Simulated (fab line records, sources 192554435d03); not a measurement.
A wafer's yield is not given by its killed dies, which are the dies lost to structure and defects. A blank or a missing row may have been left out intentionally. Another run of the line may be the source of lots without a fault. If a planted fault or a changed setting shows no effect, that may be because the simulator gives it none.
fab line records	flow n5-finfet
record lots=5	wafers=15	last-day=19
route steps=1938 shown BEOL_M2@869 BEOL_M4@1111 PASSIVATION@1936
lots that met no fault: taken from a fault-free run of the same line
start-h: the number of hours between the record's first day and the start of the first shown wafer of the lot	wait-h: how many hours have passed since the lot's step before this one	" as in the row above	L1.1+2: a row that stands for several wafers	- no value, or no start given	* or withheld: withheld	< > ~ a bound
route shown NAME@n: a module of which the file shows steps, and the number in the route of the first	usual: mean/standard deviation of fault-free wafers	same: alike in all rows	chamber/n: place in a boat	sites: per-site readings	_std_site: the standard deviation of these	_edge_site: outer sites' mean less inner sites'	radius-mm: how far each site lies from the wafer's centre	mask NAME#n: copy n	behind: the last tool/chamber to shape the wafer	hold: the reason the lot was held/the length of the hold in hours/how it ended	device: names the non-switching transistor (n, p or np)	end of line: the route-end tests of the same wafers	where a step has no rows: the recipe by itself	killed: the dies lost at the first sort to structure and to defects; this is not the yield of the wafer	map: a wafer's dies, marking killed ones x, the rest . and places with no die _
set.NAME: the setting as run; set.NAME@STEP: as run at that earlier step	model.NAME: the simulator's own value behind a step, which no gauge read
a table for each step, a row for each wafer; lots at some steps of the route
services: from which hour (start-h, from the record's first day; less than 0 if before it) a tool's chamber was out of use, for how many hours, and why
## steps
# step N5_BEOL_M2_COAT_76
# recipe resist=underlayer	temp-c=205	time-s=60	spin-rpm=1500	resist-thk-nm=5
# step N5_BEOL_M2_COAT_22
# recipe resist=CAR-EUV	spin-rpm=1500	resist-thk-nm=30
# step N5_BEOL_M2_EBR_24
# recipe solvent=PGMEA	ebr-width-mm=1.5
# step N5_BEOL_M2_SOFTBAKE_23
# recipe temp-c=110	time-s=60	resist=CAR-EUV
# step N5_BEOL_M2_EXPOSE_25
# recipe mask-id=V1	na=0.33	source-shape=quasar	sigma-inner=0.2	sigma-outer=0.8	polarization=unpolarized	defocus-nm=5	dose-mj=63
# step N5_BEOL_M2_PEB_26
# recipe peb-temp-c=100	peb-time-s=60	resist=CAR-EUV
# step N5_BEOL_M2_DEVELOP_27
# recipe develop-time-s=30	developer=TMAH	resist=CAR-EUV	rinse-liquid=surfactant-rinse	dry=air-spin	dev-temp-c=23
# step N5_BEOL_M2_DESCUM_33
# recipe chemistry=O2	time-s=7	source-power-w=50	bias-power-w=20	pressure-mtorr=20	rf-frequency-hz=2.712e+07	temp-c=40	resist=CAR-EUV	o2-flow-sccm=225
# step N5_BEOL_M2_ETCH_77
# recipe chemistry=N2/H2	target=underlayer	target-depth-a=65	mask-material=CAR-EUV	time-s=5.2	ion-energy-ev=200	pressure-mtorr=30	source-w=840	bias-w=150	n2-flow-sccm=200	h2-flow-sccm=200	ends=cleared
# step N5_BEOL_M2_ETCH_69
# recipe chemistry=CF4	target=SiARC	target-depth-a=156	mask-material=CAR-EUV	time-s=26	ion-energy-ev=80	pressure-mtorr=40	source-w=545	bias-w=36	Ar_flow_sccm=100	cf4-flow-sccm=100	ends=cleared
# usual bias-w=36.02/0.095	cf4-flow-sccm=100.1/0.37	drypump-motor-current-A=5.48/0.28	etch-rf-on-time-s=26.0/0.81	oes-product-au=0.66/0.083	rf-vpp-V=183.9/1	showerhead-plenum-p-Torr=2.12/0.071	throttle-valve-pct=15.54/0.2
lot.wafer	tool	chamber	start-h	wait-h	bias-w	cf4-flow-sccm	drypump-motor-current-A	etch-rf-on-time-s	oes-product-au	rf-hours-counter-h	rf-vpp-V	showerhead-plenum-p-Torr	throttle-valve-pct	model.CAR-EUV_of_BEOL_M2_COAT_22.thk-nm
L329.3	rie-diel-03	2	193.74	0.0	-	-	-	-	-	-	-	-	-	20
L329.5	"	0	"	"	-	-	-	-	-	-	-	-	-	20.2
L329.6	"	3	"	"	-	-	-	-	-	-	-	-	-	20
L331.1	rie-diel-03	0	198.08	0.0	-	-	-	-	-	-	-	-	-	20.4
L331.2	"	1	"	"	-	-	-	-	-	-	-	-	-	20.2
L331.3	"	3	"	"	-	-	-	-	-	-	-	-	-	20.2
L332.3	rie-diel-01	3	204.85	0.0	-	-	-	-	-	-	-	-	-	20.2
L332.4	"	0	"	"	-	-	-	-	-	-	-	-	-	20.2
L332.5	"	3	"	"	-	-	-	-	-	-	-	-	-	20.4
L337.3	rie-diel-04	1	227.07	0.0	36.04	99.3	5.91	25.5	0.61	221	183.0	2.04	15.69	11
L337.5	"	1	"	"	36.03	100.0	5.92	25.9	0.61	-	181.6	2.04	15.71	11
L337.6	"	2	"	"	35.90	100.0	5.41	25.0	0.82	-	182.1	2.11	15.15	11.2
L343.1	rie-diel-01	3	270.80	0.0	35.98	99.9	5.24	25.8	0.71	69	183.4	2.07	15.44	11
L343.4	"	2	"	"	35.90	100.1	5.76	26.5	0.62	-	182.7	2.04	15.81	11.2
L343.6	"	0	"	"	35.96	100.5	5.35	27.6	0.57	-	184.3	2.19	15.67	11.2
# step N5_BEOL_M2_ALD_98
# recipe material=SiO2	target-thk-a=25	temp-c=100	ald-precursor-family=BDEAS	ald-co-reactant=O2-plasma	pulse-time-s=1	co-reactant-pulse-time-s=1	purge-time-s=2	co-reactant-purge-time-s=2	ald-cycles=17	pressure-torr=2
# step N5_BEOL_M2_ETCHBACK_99
# recipe chemistry=CHF3	target=SiO2	target-depth-a=50	time-s=10.4	source-w=215	bias-w=47	Ar_flow_sccm=200	CHF3_flow_sccm=12	ion-energy-ev=100	pressure-mtorr=30
# usual drypump-motor-current-A=5.47/0.28	oes_ar_750_au=0.79/0.098	oes_f_703_au=0.79/0.1	oes-product-au=0.79/0.1	rf-vpp-V=237/4.1	showerhead-plenum-p-Torr=2.14/0.081	throttle-valve-pct=16.98/0.23
lot.wafer	tool	chamber	start-h	wait-h	drypump-motor-current-A	oes_ar_750_au	oes_f_703_au	oes-product-au	rf-hours-counter-h	rf-vpp-V	showerhead-plenum-p-Torr	throttle-valve-pct	model.CAR-EUV_of_BEOL_M2_COAT_22.thk-nm
L329.3	rie-diel-01	0	196.91	3.0	5.35	0.71	0.70	0.27	208	241	2.22	17.03	19.4
L329.5	"	0	"	"	5.33	0.71	0.70	0.26	-	240	2.22	17.04	19.6
L329.6	"	3	"	"	5.25	0.87	0.88	0.33	-	235	2.08	16.75	19.2
L331.1	rie-diel-01	3	215.42	16.9	5.23	0.87	0.86	0.32	46	233	2.08	16.78	19.6
L331.2	"	1	"	"	5.63	0.68	0.69	0.25	234	243	2.03	17.05	19.6
L331.3	"	0	"	"	5.31	0.70	0.70	0.26	217	239	2.21	17.06	19.6
L332.3	rie-diel-01	3	218.21	12.9	5.24	0.87	0.87	0.32	47	234	2.08	16.77	19.4
L332.4	"	0	"	"	5.35	0.70	0.69	0.26	-	239	2.21	17.06	19.6
L332.5	"	3	"	"	5.25	0.87	0.87	0.32	-	233	2.08	16.78	19.6
L337.3	rie-diel-03	0	230.81	3.6	5.82	0.86	0.85	0.90	30	240	2.19	16.53	10.4
L337.5	"	3	"	"	5.43	0.84	0.84	0.84	-	228	2.16	16.93	10.2
L337.6	"	2	"	"	4.95	0.90	0.91	0.90	-	235	2.30	17.10	10.4
L343.1	rie-diel-04	3	306.03	34.1	5.26	0.70	0.71	0.71	222	240	2.11	17.06	10.4
L343.4	"	1	"	"	5.92	0.70	0.70	0.69	-	241	2.05	17.21	10.4
L343.6	"	2	"	"	5.40	0.90	0.90	0.91	-	239	2.10	16.58	10.4
# step N5_BEOL_M2_ETCH_70
# recipe chemistry=N2/H2	target=SOC	target-depth-a=800	overetch-a=240	mask-material=SiARC	temp-c=40	time-s=130	ion-energy-ev=200	pressure-mtorr=30	source-w=840	bias-w=150	n2-flow-sccm=200	h2-flow-sccm=200
# usual bias-w=150.0/0.46	chamber-pressure-mTorr=30.002/0.029	drypump-motor-current-A=5.47/0.28	oes-product-au=0.58/0.069	rf-vpp-V=523.6/2.6	showerhead-plenum-p-Torr=2.53/0.094	throttle-valve-pct=17.73/0.25
lot.wafer	tool	chamber	start-h	wait-h	bias-w	chamber-pressure-mTorr	drypump-motor-current-A	oes-product-au	rf-hours-counter-h	rf-vpp-V	showerhead-plenum-p-Torr	throttle-valve-pct
L329.3	rie-diel-01	0	196.94	0.0	149.7	30.002	5.33	0.27	208	526.6	2.62	17.86
L329.5	"	0	"	"	149.5	29.988	5.32	0.27	-	527.1	2.62	17.85
L329.6	"	3	"	"	150.1	30.037	5.23	0.33	-	522.4	2.47	17.42
L331.1	rie-diel-01	3	215.46	0.0	151.1	30.018	5.24	0.32	46	523.1	2.47	17.41
L331.2	"	1	"	"	150.1	29.993	5.66	0.26	234	520.4	2.40	17.70
L331.3	"	0	"	"	150.0	30.009	5.34	0.27	217	525.1	2.62	17.88
L332.3	rie-diel-01	3	218.24	0.0	149.7	30.063	5.26	0.32	47	522.6	2.47	17.45
L332.4	"	0	"	"	150.6	30.031	5.35	0.27	-	526.3	2.62	17.87
L332.5	"	3	"	"	150.2	29.955	5.25	0.32	-	522.3	2.47	17.43
L337.3	rie-diel-03	0	230.85	0.0	150.2	30.025	5.84	0.64	30	524.7	2.60	17.31
L337.5	"	3	"	"	150.1	29.986	5.42	0.60	-	524.1	2.57	17.81
L337.6	"	2	"	"	150.1	30.044	4.94	0.64	-	528.1	2.70	17.82
L343.1	rie-diel-04	3	306.06	0.0	150.3	29.956	5.26	0.53	222	522.5	2.53	18.00
L343.4	"	1	"	"	149.3	29.964	5.91	0.51	-	520.3	2.40	17.80
L343.6	"	2	"	"	149.9	30.030	5.39	0.66	-	522.0	2.48	17.24
# step N5_BEOL_M4_RC_MEAS_101
# usual DIBL_N=36.8/1.9	DIBL_P=36.5/2.1	IOFF_N=0.17/0.038	IOFF_P=0.22/0.039	ION_N=675/12	ION_P=463/7.4	SS_N=71.6/0.71	SS_P=73.4/0.72	VT_N=249/3.3	VT_P=-250/3.3
lot.wafer	tool	chamber	start-h	wait-h	DIBL_N[mV/V]	DIBL_P[mV/V]	IOFF_N[nA/um]	IOFF_P[nA/um]	ION_N[uA/um]	ION_P[uA/um]	SS_N[mV/dec]	SS_P[mV/dec]	VT_N[mV]	VT_P[mV]
L337.3	prober-02	0	267.64	0.3	36.7	36.3	0.15	0.23	662	462	71.1	73.5	251	-247
L337.5	"	0	"	"	36.3	36.0	0.15	0.23	667	464	71.6	73.7	248	-248
L337.6	"	0	"	"	36.2	36.6	0.14	0.23	668	467	72.0	73.1	249	-248
L343.1	prober-02	0	337.64	0.0	35.7	33.8	0.14	0.19	671	458	72.0	73.0	251	-251
L343.4	"	0	"	"	39.4	38.3	0.20	0.26	665	459	73.5	74.1	249	-246
L343.6	"	0	"	"	39.8	39.2	0.23	0.26	689	464	71.8	74.6	246	-246
# step N5_PASSIVATION_PROBE_49
# usual defect-limited-yield=91.3/1.4	killed_at_M0_to_M3=33/11	killed_at_M4_up=15/6.2	killed-at-contacts=13/6.5	killed-at-front-end=38/11	killed-at-other=3.4/2.6	killed-dies=102/17	killed-on-rim=13/4.1	killed-open=67/12	killed-short=34/7.9	sort_bin_5_function=5.1/0.88	sort_bin_6_memory=3.3/0.65	sort-n-pass=1078/17	sort-yield-pct=91.3/1.4
# same gross-dies=1180	killed-at-back-side=0	sort_bin_4_leakage[%]=0	sort_bin_8_speed[%]=0
lot.wafer	tool	chamber	start-h	wait-h	defect-limited-yield[%]	killed_at_M0_to_M3	killed_at_M4_up	killed-at-contacts	killed-at-front-end	killed-at-other	killed-dies	killed-on-rim	killed-open	killed-short	sort_bin_5_function[%]	sort_bin_6_memory[%]	sort-n-pass	sort-yield-pct[%]
L329.3	prober-02	-	340.47	0.1	0	1100	9	10	54	7	1180	152	59	49	96.5	3.1	0	0
L329.5	prober-02	-	340.57	0.2	0	1117	14	12	31	6	1180	152	59	38	96.0	3.7	0	0
L329.6	prober-02	-	340.62	0.3	0	1115	18	10	32	5	1180	152	82	29	95.6	4.1	0	0
L332.3	prober-02	-	346.76	0.1	0	1100	26	14	33	7	1180	152	66	39	95.9	4.1	0	0
L332.4	prober-02	-	346.81	0.2	0	1097	14	13	53	3	1180	152	66	47	96.6	3.2	0	0
L332.5	prober-02	-	346.86	0.2	0	1114	26	6	34	0	1180	152	71	32	96.5	3.3	0	0
L331.1	prober-02	-	351.36	0.0	0	1109	20	16	34	1	1180	152	79	37	96.3	3.5	0	0
L331.2	prober-02	-	351.41	0.1	0	1120	17	5	37	1	1180	152	56	34	97.0	2.7	0	0
L331.3	prober-02	-	351.46	0.1	0	1123	13	10	34	0	1180	152	55	29	96.5	3.3	0	0
L337.3	prober-01	-	369.40	0.1	92.3	17	10	8	54	2	91	11	62	29	4.3	3.3	1089	92.3
L337.5	prober-01	-	369.50	0.2	90.6	19	11	18	63	0	111	16	66	44	5.0	4.0	1069	90.6
L337.6	prober-01	-	369.55	0.3	91.6	30	9	18	42	0	99	12	73	25	5.4	2.6	1081	91.6
# killed by level:class
L329.3 BEOL_M2:area-etch=1068 FIN_SAQP:geometric-particle:short=22 BEOL_M3:geometric-particle:open=8 FIN_SAQP:geometric-particle:open=6 MOL_CONTACT_COAG:geometric-particle:open=6 BEOL_M0_SAQP:geometric-particle:short=6 BEOL_M0_SAQP:geometric-particle:open=5 BEOL_M2:geometric-particle:open=5
L329.5 BEOL_M2:area-etch=1079 BEOL_M0_SAQP:geometric-particle:open=13 FIN_SAQP:geometric-particle:short=12 BEOL_M0_SAQP:geometric-particle:short=12 MOL_CONTACT_COAG:geometric-particle:open=11 BEOL_M4:geometric-particle:open=8 FIN_SAQP:geometric-particle:open=6 BEOL_M1:geometric-particle:open=4
L329.6 BEOL_M2:area-etch=1065 BEOL_M3:geometric-particle:open=16 FIN_SAQP:geometric-particle:open=14 BEOL_M0_SAQP:geometric-particle:short=9 MOL_CONTACT_COAG:geometric-particle:open=9 BEOL_M0_SAQP:geometric-particle:open=8 BEOL_M4:geometric-particle:open=7 STI_FIN_REVEAL:geometric-particle:open=6
L332.3 BEOL_M2:area-etch=1074 MOL_CONTACT_COAG:geometric-particle:open=13 FIN_SAQP:geometric-particle:short=10 BEOL_M4:geometric-particle:open=10 BEOL_M1:geometric-particle:open=9 BEOL_M5:geometric-particle:open=5 BEOL_M2:geometric-particle:open=4 BEOL_M4:geometric-particle:short=4
L332.4 BEOL_M2:area-etch=1067 FIN_SAQP:geometric-particle:short=20 FIN_SAQP:geometric-particle:open=13 MOL_CONTACT_COAG:geometric-particle:open=10 BEOL_M1:geometric-particle:short=8 BEOL_M1:geometric-particle:open=8 GATE_CUT:geometric-particle:open=4 BEOL_M0_SAQP:geometric-particle:open=4
L332.5 BEOL_M2:area-etch=1076 BEOL_M4:geometric-particle:open=15 FIN_SAQP:geometric-particle:open=13 BEOL_M1:geometric-particle:open=13 FIN_SAQP:geometric-particle:short=7 BEOL_M1:geometric-particle:short=7 BEOL_M2:geometric-particle:open=7 MOL_CONTACT_COAG:geometric-particle:open=5
L331.1 BEOL_M2:area-etch=1064 MOL_CONTACT_COAG:geometric-particle:open=16 BEOL_M0_SAQP:geometric-particle:short=14 BEOL_M4:geometric-particle:open=12 BEOL_M0_SAQP:geometric-particle:open=11 BEOL_M3:geometric-particle:open=8 FIN_SAQP:geometric-particle:open=6 STI_FIN_REVEAL:geometric-particle:open=6
L331.2 BEOL_M2:area-etch=1089 FIN_SAQP:geometric-particle:open=12 BEOL_M0_SAQP:geometric-particle:short=10 FIN_SAQP:geometric-particle:short=8 BEOL_M0_SAQP:geometric-particle:open=8 BEOL_M4:geometric-particle:open=7 BEOL_M3:geometric-particle:open=6 ILD0:geometric-particle:open=4
L331.3 BEOL_M2:area-etch=1096 BEOL_M0_SAQP:geometric-particle:short=10 BEOL_M4:geometric-particle:open=9 MOL_CONTACT_COAG:geometric-particle:open=8 STI_FIN_REVEAL:geometric-particle:open=7 BEOL_M3:geometric-particle:open=6 FIN_SAQP:geometric-particle:open=5 ILD0:geometric-particle:open=5
L337.3 STI_FIN_REVEAL:geometric-particle:open=21 GATE_CUT:geometric-particle:short=9 FIN_SAQP:geometric-particle:short=8 MOL_CONTACT_COAG:geometric-particle:open=8 BEOL_M0_SAQP:geometric-particle:open=6 FIN_SAQP:geometric-particle:open=5 BEOL_M0_SAQP:geometric-particle:short=5 BEOL_M4:geometric-particle:open=4
L337.5 FIN_SAQP:geometric-particle:short=20 STI_FIN_REVEAL:geometric-particle:open=16 MOL_CONTACT_COAG:geometric-particle:open=16 FIN_SAQP:geometric-particle:open=9 BEOL_M4:geometric-particle:open=6 BEOL_M1:geometric-particle:open=4 BEOL_M0_SAQP:geometric-particle:open=4 BEOL_M1:geometric-particle:short=4
L337.6 MOL_CONTACT_COAG:geometric-particle:open=15 FIN_SAQP:geometric-particle:open=11 STI_FIN_REVEAL:geometric-particle:open=11 BEOL_M3:geometric-particle:open=10 FIN_SAQP:geometric-particle:short=7 BEOL_M1:geometric-particle:open=6 BEOL_M3:geometric-particle:short=4 ILD0:geometric-particle:open=3
# map L329.3 (x killed, . not)
_________________xxxxxxxxxxxx________________
______________xxxxxxxxxxxxxxxxxx_____________
___________xxxxxxxxxxxxxxxxxxxxxxxx__________
__________xxxxxxxxxxxxxxxxxxxxxxxxxx_________
________xxxxxxxxxxxxxxxxxxxxxxxxxxxxxx_______
_______xxxxxxxxxxxxxxxxxxxxxxxxxxxxxxxx______
______xxxxxxxxxxxxxxxxxxxxxxxxxxxxxxxxxx_____
_____xxxxxxxxxxxxxxxxxxxxxxxxxxxxxxxxxxxx____
____xxxxxxxxxxxxxxxxxxxxxxxxxxxxxxxxxxxxxx___
___xxxxxxxxxxxxxxxxxxxxxxxxxxxxxxxxxxxxxxxx__
___xxxxxxxxxxxxxxxxxxxxxxxxxxxxxxxxxxxxxxxx__
__xxxxxxxxxxxxxxxxxxxxxxxxxxxxxxxxxxxxxxxxxx_
__xxxxxxxxxxxxxxxxxxxxxxxxxxxxxxxxxxxxxxxxxx_
_xxxxxxxxxxxxxxxxxxxxxxxxxxxxxxxxxxxxxxxxxxxx
_xxxxxxxxxxxxxxxxxxxxxxxxxxxxxxxxxxxxxxxxxxxx
_xxxxxxxxxxxxxxxxxxxxxxxxxxxxxxxxxxxxxxxxxxxx
_xxxxxxxxxxxxxxxxxxxxxxxxxxxxxxxxxxxxxxxxxxxx
_xxxxxxxxxxxxxxxxxxxxxxxxxxxxxxxxxxxxxxxxxxxx
_xxxxxxxxxxxxxxxxxxxxxxxxxxxxxxxxxxxxxxxxxxxx
_xxxxxxxxxxxxxxxxxxxxxxxxxxxxxxxxxxxxxxxxxxxx
_xxxxxxxxxxxxxxxxxxxxxxxxxxxxxxxxxxxxxxxxxxxx
__xxxxxxxxxxxxxxxxxxxxxxxxxxxxxxxxxxxxxxxxxx_
__xxxxxxxxxxxxxxxxxxxxxxxxxxxxxxxxxxxxxxxxxx_
___xxxxxxxxxxxxxxxxxxxxxxxxxxxxxxxxxxxxxxxx__
___xxxxxxxxxxxxxxxxxxxxxxxxxxxxxxxxxxxxxxxx__
____xxxxxxxxxxxxxxxxxxxxxxxxxxxxxxxxxxxxxx___
_____xxxxxxxxxxxxxxxxxxxxxxxxxxxxxxxxxxxx____
______xxxxxxxxxxxxxxxxxxxxxxxxxxxxxxxxxx_____
_______xxxxxxxxxxxxxxxxxxxxxxxxxxxxxxxx______
________xxxxxxxxxxxxxxxxxxxxxxxxxxxxxx_______
__________xxxxxxxxxxxxxxxxxxxxxxxxxx_________
___________xxxxxxxxxxxxxxxxxxxxxxxx__________
______________xxxxxxxxxxxxxxxxxx_____________
_________________xxxxxxxxxxxx________________
# map L331.1 (x killed, . not)
_________________xxxxxxxxxxxx________________
______________xxxxxxxxxxxxxxxxxx_____________
___________xxxxxxxxxxxxxxxxxxxxxxxx__________
__________xxxxxxxxxxxxxxxxxxxxxxxxxx_________
________xxxxxxxxxxxxxxxxxxxxxxxxxxxxxx_______
_______xxxxxxxxxxxxxxxxxxxxxxxxxxxxxxxx______
______xxxxxxxxxxxxxxxxxxxxxxxxxxxxxxxxxx_____
_____xxxxxxxxxxxxxxxxxxxxxxxxxxxxxxxxxxxx____
____xxxxxxxxxxxxxxxxxxxxxxxxxxxxxxxxxxxxxx___
___xxxxxxxxxxxxxxxxxxxxxxxxxxxxxxxxxxxxxxxx__
___xxxxxxxxxxxxxxxxxxxxxxxxxxxxxxxxxxxxxxxx__
__xxxxxxxxxxxxxxxxxxxxxxxxxxxxxxxxxxxxxxxxxx_
__xxxxxxxxxxxxxxxxxxxxxxxxxxxxxxxxxxxxxxxxxx_
_xxxxxxxxxxxxxxxxxxxxxxxxxxxxxxxxxxxxxxxxxxxx
_xxxxxxxxxxxxxxxxxxxxxxxxxxxxxxxxxxxxxxxxxxxx
_xxxxxxxxxxxxxxxxxxxxxxxxxxxxxxxxxxxxxxxxxxxx
_xxxxxxxxxxxxxxxxxxxxxxxxxxxxxxxxxxxxxxxxxxxx
_xxxxxxxxxxxxxxxxxxxxxxxxxxxxxxxxxxxxxxxxxxxx
_xxxxxxxxxxxxxxxxxxxxxxxxxxxxxxxxxxxxxxxxxxxx
_xxxxxxxxxxxxxxxxxxxxxxxxxxxxxxxxxxxxxxxxxxxx
_xxxxxxxxxxxxxxxxxxxxxxxxxxxxxxxxxxxxxxxxxxxx
__xxxxxxxxxxxxxxxxxxxxxxxxxxxxxxxxxxxxxxxxxx_
__xxxxxxxxxxxxxxxxxxxxxxxxxxxxxxxxxxxxxxxxxx_
___xxxxxxxxxxxxxxxxxxxxxxxxxxxxxxxxxxxxxxxx__
___xxxxxxxxxxxxxxxxxxxxxxxxxxxxxxxxxxxxxxxx__
____xxxxxxxxxxxxxxxxxxxxxxxxxxxxxxxxxxxxxx___
_____xxxxxxxxxxxxxxxxxxxxxxxxxxxxxxxxxxxx____
______xxxxxxxxxxxxxxxxxxxxxxxxxxxxxxxxxx_____
_______xxxxxxxxxxxxxxxxxxxxxxxxxxxxxxxx______
________xxxxxxxxxxxxxxxxxxxxxxxxxxxxxx_______
__________xxxxxxxxxxxxxxxxxxxxxxxxxx_________
___________xxxxxxxxxxxxxxxxxxxxxxxx__________
______________xxxxxxxxxxxxxxxxxx_____________
_________________xxxxxxxxxxxx________________
## services
tool	chamber	start-h	hours	kind
rie-diel-04	2	183.03	-	clean
rie-diel-04	2	183.03	-	consumable-replace:focus-ring
rie-diel-04	2	183.03	14.3	scheduled-down
rie-diel-04	2	183.03	14.3	vent-cycle
rie-diel-03	1	218.97	-	clean
rie-diel-03	1	218.97	-	consumable-replace:focus-ring
rie-diel-03	1	218.97	17.2	scheduled-down
rie-diel-03	1	218.97	17.2	vent-cycle
rie-diel-04	1	232.60	8.5	repair
rie-diel-01	3	236.72	4.0	repair
rie-diel-01	1	259.55	-	clean
rie-diel-01	1	259.55	-	consumable-replace:focus-ring
rie-diel-01	1	259.55	-	consumable-replace:showerhead
rie-diel-01	1	259.55	32.3	scheduled-down
rie-diel-01	1	259.55	32.3	vent-cycle
rie-diel-04	2	262.52	29.1	repair
rie-diel-03	0	285.15	18.7	repair
rie-diel-04	0	291.63	-	clean
rie-diel-04	0	291.63	-	consumable-replace:focus-ring
rie-diel-04	0	291.63	22.6	scheduled-down
rie-diel-01	0	291.88	-	clean
rie-diel-01	0	291.88	-	consumable-replace:focus-ring
rie-diel-01	0	291.88	17.7	scheduled-down
rie-diel-01	0	291.88	17.7	vent-cycle
## key
first-sign step=N5_BEOL_M2_ETCH_69	reading=tool-record	direction=missing
effect step=N5_BEOL_M2_ETCHBACK_99	reading=oes-product-au	direction=down	sigmas=4.8	usual=0.79	struck=0.29
effect step=N5_BEOL_M2_ETCH_70	reading=oes-product-au	direction=down	sigmas=4.2	usual=0.58	struck=0.29
effect step=N5_PASSIVATION_PROBE_49	reading=sort_bin_5_function	direction=up	sigmas=99+	usual=5.1	struck=96.3
model-effect step=N5_BEOL_M2_ETCH_69	value=CAR-EUV_of_BEOL_M2_COAT_22.thk-nm	without=10.96	struck=20.2
model-effect step=N5_BEOL_M2_ETCHBACK_99	value=CAR-EUV_of_BEOL_M2_COAT_22.thk-nm	without=10.27	struck=19.51
more-kills-born-at N5_BEOL_M2_ETCH_69@rie-diel-03=6460	N5_BEOL_M2_ETCH_69@rie-diel-01=3217
met-at N5_BEOL_M2_ETCH_69
struck-wafers L329.3,L329.5,L329.6,L331.1,L331.2,L331.3,L332.3,L332.4,L332.5
later-rows-left-out L329.3,L329.5,L329.6,L331.1,L331.2,L331.3,L332.3,L332.4,L332.5
fault kind=skipped-step-whole	tool=rie-diel-01,rie-diel-03	chamber=-	onset-h=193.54	steps=N5_BEOL_M2_ETCH_69	scope=struck-lots-only
# later-rows-left-out: the simulator's readings of these wafers behind a module that went badly wrong aren't trusted and aren't shown, but for the sort
